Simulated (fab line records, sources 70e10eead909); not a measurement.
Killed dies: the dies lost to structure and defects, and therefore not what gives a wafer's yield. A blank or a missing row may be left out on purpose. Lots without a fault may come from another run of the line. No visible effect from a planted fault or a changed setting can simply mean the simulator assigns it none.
fab line records | flow nand_harc | part 2 of 2: steps 5 to 6 of 6
record: lots: 24 wafers: 72 last_day: 25
route steps=1159 shown A_STAIRCASE@616
lots that met no fault: from a run of the same line without faults
start_h: hours from the record's first day to the start of the lot's first wafer shown | wait_h: how many hours have passed since the lot's step before this one | " unchanged from the row above | L1.1+2: one row covering several wafers at once | - no value, or no start was given | * or withheld: withheld | < > ~ a bound
route shown NAME@n: a module of which the file shows steps, and the number in the route of the first | usual: average and standard deviation across the fault-free wafers | same: alike in all rows | chamber/n: place in a boat | sites: each site's reading | _std_site: the standard deviation of these | _edge_site: the outer-site mean with the inner-site mean subtracted | radius_mm: how far each site lies from the wafer's centre | mask NAME#n: copy n | behind: the most recent tool/chamber to have shaped the wafer | hold: cause of the lot's hold/its duration in hours/its outcome | device: whichever transistor did not switch (one of n, p or np) | end of line: the route-end tests of the same wafers | a step with no rows: only its recipe | killed: dies lost to structure and defects at the first sort, not the wafer's yield | map: shows each die of a wafer: x if killed, . if not, _ if none is there
set.NAME: the setting that was run; set.NAME@STEP: the one run at that earlier step | model.NAME: the simulator's own value behind a step, which no gauge read
the route's steps for a sample of lots (tables are steps, rows are wafers)
services: a tool's chamber out of use, with start hour (start_h, from the record's first day; less than 0 if before it), hours out, and reason
== steps ==
step: NHARC_A_STAIRCASE_DESCUM_312
recipe: time_s: 3 o2_flow_sccm: 200 ar_flow_sccm: 0 bias_power_w: 0 chemistry: O2
usual: drypump_motor_current_A: 5.7/0.32 mfc_ar_sccm: 0.013/0.017 oes_product_au: 1.002/0.01 rf_vpp_V: 57.7/0.9 showerhead_plenum_p_Torr: 1.90/0.11 throttle_valve_pct: 11.309/0.009
same: time_s: 3
columns lot.wafer tool chamber start_h wait_h drypump_motor_current_A mfc_ar_sccm oes_product_au rf_hours_counter_h rf_vpp_V showerhead_plenum_p_Torr throttle_valve_pct
L075.4 rie_diel-02 3 253.42 - 5.5 0 0.993 33 56.6 1.81 11.306
L075.2 " 0 " " 5.8 0.032 0.999 34 57.3 1.92 11.314
L075.3 " 1 " " 5.6 0.001 0.983 36 57.1 1.93 11.312
L074.1 rie_diel-03 2 254.04 - 5.3 0 1.002 12 58.2 2.07 11.323
L074.5 " 3 " " 6.2 0 0.998 - 55.8 1.80 11.291
L074.6 " 0 " " 5.2 0.042 1.004 - 58.0 1.85 11.298
L077.4 rie_diel-02 2 270.61 - 5.9 0 0.999 42 57.8 2.06 11.296
L077.3 " 0 " " 5.8 0.032 1.013 43 58.1 1.92 11.304
L077.6 " 2 " " 5.9 0 1.004 - 58.4 2.06 11.309
L076.4 rie_diel-03 0 275.58 - 5.3 0.042 1.009 20 57.0 1.84 11.306
L076.3 " 1 " " 5.7 0.021 1.010 20 57.7 1.78 11.324
L076.5 " 0 " " 5.3 0.042 1.024 - 57.3 1.84 11.302
L079.4 rie_diel-03 1 286.09 - 5.7 0.021 1.004 25 56.8 1.78 11.295
L079.5 " 1 " " 5.7 0.021 1.012 - 58.6 1.78 11.313
L079.6 " 2 " " 5.3 0 1.004 - 58.7 2.07 11.318
L078.2 rie_diel-03 0 286.28 - 5.3 0.042 1.012 25 58.0 1.84 11.318
L078.5 " 1 " " 5.7 0.021 1.006 - 57.0 1.78 11.301
L078.6 " 2 " " 5.3 0 1.009 - 58.1 2.07 11.314
L081.4 rie_diel-02 0 289.47 - 5.8 0.032 1.013 48 59.1 1.92 11.297
L081.1 " 1 " " 5.6 0.001 0.988 51 58.3 1.93 11.316
L081.3 " 2 " " 5.9 0 1.000 47 57.9 2.06 11.329
L080.2 rie_diel-03 1 289.92 - 5.7 0.021 1.004 26 57.1 1.77 11.314
L080.5 " 1 " " 5.7 0.021 1.000 - 57.3 1.78 11.297
L080.6 " 2 " " 5.3 0 0.998 - 58.4 2.07 11.305
L083.4 rie_diel-09 2 309.46 - 5.6 0.034 1.005 18 57.8 1.93 11.309
L083.1 " 1 " " 5.2 0.040 0.989 16 58.0 2.00 11.319
L083.6 " 3 " " 6.2 0 1.004 - 58.9 2.05 11.311
L082.2 rie_diel-09 0 313.76 - 5.5 0 1.011 18 57.8 1.81 11.304
L082.6 " 0 " " 5.5 0 1.014 - 56.6 1.81 11.308
L082.5 " 1 " " 5.2 0.040 0.994 - 57.8 2.00 11.305
L084.4 rie_diel-03 3 322.98 - 6.2 0 0.996 37 57.2 1.79 11.307
L084.6 " 1 " " 5.7 0.021 0.999 - 58.5 1.77 11.293
L084.5 " 2 " " 5.3 0 1.000 - 59.0 2.06 11.281
L085.2 rie_diel-03 1 333.53 - 5.7 0.021 1.001 40 56.7 1.77 11.311
L085.3 " 2 " " 5.3 0 1.007 42 58.7 2.06 11.308
L085.5 " 0 " " 5.2 0.042 1.015 - 57.4 1.84 11.303
L086.3 rie_diel-03 1 335.50 - 5.7 0.021 0.998 41 57.3 1.77 11.302
L086.2 " 2 " " 5.3 0 1.008 42 56.8 2.06 11.309
L086.1 " 3 " " 6.2 0 0.995 43 57.1 1.79 11.319
L088.1 rie_diel-03 1 342.91 - 5.7 0.021 0.998 44 57.2 1.77 11.313
L088.5 " 3 " " 6.2 0 1.001 - 57.4 1.79 11.318
L088.6 " 0 " " 5.2 0.042 1.005 - 58.8 1.84 11.303
L087.1 rie_diel-02 2 343.56 - 5.9 0 1.001 2 58.3 2.06 11.322
L087.4 " 3 " " 5.5 0 1.003 3 56.4 1.80 11.325
L087.5 " 0 " " 5.8 0.032 1.019 - 57.3 1.91 11.308
L090.3 rie_diel-09 1 356.28 - 5.2 0.040 0.995 35 59.1 2.00 11.324
L090.6 " 2 " " 5.6 0.034 1.004 - 56.4 1.93 11.292
L090.5 " 3 " " 6.2 0 1.013 - 58.6 2.04 11.310
L089.1 rie_diel-03 2 358.14 - 5.3 0 1.005 51 59.8 2.06 11.314
L089.2 " 1 " " 5.7 0.021 1.003 50 57.6 1.77 11.305
L089.5 " 2 " " 5.3 0 0.996 - 58.8 2.06 11.317
L091.4 rie_diel-03 2 364.25 - 5.3 0 1.013 54 57.1 2.06 11.312
L091.1 " 3 " " 6.2 0 1.004 55 57.1 1.78 11.306
L091.6 " 0 " " 5.3 0.042 1.013 - 57.3 1.83 11.317
L092.3 rie_diel-09 3 366.08 - 6.2 0 1.009 43 58.1 2.04 11.316
L092.2 " 1 " " 5.2 0.040 1.006 38 58.8 2.00 11.315
L092.6 " 2 " " 5.6 0.034 1.012 - 57.1 1.92 11.310
L093.4 rie_diel-02 0 369.49 - 5.8 0.032 1.019 11 57.0 1.91 11.311
L093.3 " 1 " " 5.6 0.001 0.982 11 59.1 1.92 11.301
L093.6 " 3 " " 5.5 0 0.997 - 56.6 1.80 11.311
L094.1 rie_diel-02 1 376.53 - 5.6 0.001 0.981 13 58.3 1.92 11.314
L094.4 " 2 " " 5.9 0 0.987 13 56.9 2.05 11.309
L094.3 " 0 " " 5.8 0.032 1.013 13 57.7 1.91 11.317
L095.2 rie_diel-02 2 387.35 - 5.9 0 0.991 18 57.6 2.05 11.298
L095.4 " 0 " " 5.8 0.032 1.008 17 58.4 1.91 11.308
L095.5 " 2 " " 5.9 0 0.991 - 57.8 2.05 11.313
L096.2 rie_diel-02 0 390.69 - 5.8 0.032 1.008 18 57.3 1.91 11.299
L096.1 " 2 " " 5.9 0 0.994 19 57.8 2.05 11.305
L096.5 " 0 " " 5.8 0.032 1.012 - 58.3 1.91 11.300
L097.2 rie_diel-02 2 405.03 - 5.8 0 0.977 26 59.2 2.05 11.306
L097.3 " 3 " " 5.6 0 1.001 24 57.7 1.80 11.319
L097.5 " 2 " " 5.8 0 0.986 - 57.4 2.05 11.303
step: NHARC_A_STAIRCASE_DEP_322
recipe: target_thk_a: 38000 temp_c: 400 target_thk_nm: 3800 teos_flow_sccm: 200 rf_w: 500 material: SiO2
usual: heater_power_w: 635/110
columns lot.wafer tool chamber start_h wait_h heater_power_w since_wet_clean_h
L075.3 pecvd-04 0 277.44 0.1 594 69
L075.2 " 2 " " 634 69
L075.4 " 1 " " 577 -
L074.1 pecvd-01 1 277.64 0.3 786 27
L074.5 " 2 " " 588 -
L074.6 " 0 " " 454 -
L077.3 pecvd-04 2 294.95 0.2 592 87
L077.6 " 1 " " 583 -
L077.4 " 2 " " 514 -
L076.3 pecvd-02 2 298.97 0.1 800 133
L076.4 " 2 " " 776 -
L076.5 " 1 " " 633 -
L080.2 pecvd-02 2 311.56 0.3 821 146
L080.6 " 0 " " 481 -
L080.5 " 1 " " 629 -
L081.3 pecvd-04 2 311.57 0.3 622 103
L081.1 " 0 " " 588 103
L081.4 " 1 " " 578 -
L079.5 pecvd-01 0 311.64 0.3 456 -
L079.6 " 1 " " 664 -
L079.4 " 2 " " 600 -
L078.2 pecvd-01 2 312.02 0.7 706 62
L078.5 " 2 " " 587 -
L078.6 " 0 " " 455 -
L083.1 pecvd-01 0 335.59 0.1 576 85
L083.4 " 0 " " 452 -
L083.6 " 1 " " 666 -
L082.2 pecvd-01 0 345.80 0.3 571 95
L082.5 " 2 " " 612 -
L082.6 " 0 " " 454 -
L084.5 pecvd-04 1 345.90 0.3 590 -
L084.6 " 2 " " 510 -
L084.4 " 0 " " 571 -
L085.3 pecvd-02 1 360.77 0.1 766 14
L085.2 " 0 " " 592 14
L085.5 " 1 " " 627 -
L086.1 pecvd-01 2 360.77 0.1 695 110
L086.3 " 0 " " 564 110
L086.2 " 1 " " 781 111
L088.1 pecvd-04 1 366.39 0.2 743 158
L088.6 " 0 " " 587 -
L088.5 " 1 " " 587 -
L087.1 pecvd-02 1 366.49 0.3 734 19
L087.5 " 2 " " 792 -
L087.4 " 0 " " 487 -
L090.3 pecvd-01 0 383.10 0.2 544 133
L090.6 " 2 " " 601 -
L090.5 " 0 " " 467 -
L089.2 pecvd-02 1 383.15 0.2 747 36
L089.1 " 2 " " 970 36
L089.5 " 0 " " 505 -
L092.2 pecvd-01 0 388.76 0.1 549 138
L092.3 " 1 " " 720 138
L092.6 " 0 " " 451 -
L091.1 pecvd-02 0 389.11 0.4 567 42
L091.4 " 2 " " 817 -
L091.6 " 1 " " 622 -
L093.3 pecvd-01 0 395.29 0.1 484 145
L093.4 " 0 " " 471 -
L093.6 " 2 " " 595 -
L094.3 pecvd-04 2 401.37 0.2 551 12
L094.1 " 0 " " 706 12
L094.4 " 0 " " 570 -
L096.2 pecvd-02 2 421.32 0.1 899 74
L096.1 " 0 " " 562 74
L096.5 " 1 " " 611 -
L095.2 pecvd-04 2 421.51 0.3 597 32
L095.4 " 0 " " 572 -
L095.5 " 1 " " 610 -
L097.2 pecvd-02 1 433.79 0.2 646 87
L097.3 " 2 " " 897 87
L097.5 " 1 " " 613 -
== services ==
columns tool chamber start_h hours kind
rie_diel-03 0 224.34 - clean
rie_diel-03 1 224.34 - clean
rie_diel-03 1 224.34 - consumable_replace:focus_ring
pecvd-04 1 229.94 5.4 repair
pecvd-01 - 237.51 13.0 pm
pecvd-02 2 245.24 9.3 repair
rie_diel-02 2 255.85 4.5 repair
pecvd-01 - 269.32 0.5 repair
plasma_asher-01 - 276.26 9.0 pm
rie_diel-02 0 311.50 2.3 repair
rie_diel-02 - 328.17 9.0 pm
pecvd-02 - 333.00 0.4 repair
pecvd-02 - 334.13 13.0 pm
plasma_asher-01 - 356.87 1.1 repair
plasma_asher-02 - 360.34 9.0 pm
pecvd-04 - 376.48 13.0 pm
rie_diel-02 1 377.35 2.2 repair
rie_diel-03 - 392.41 9.0 pm
pecvd-01 - 398.70 2.1 repair
rie_diel-09 2 401.69 12.6 repair
pecvd-01 - 411.71 0.6 repair
pecvd-01 - 418.51 13.0 pm
rie_diel-09 2 428.25 14.1 repair
rie_diel-09 - 431.26 9.0 pm
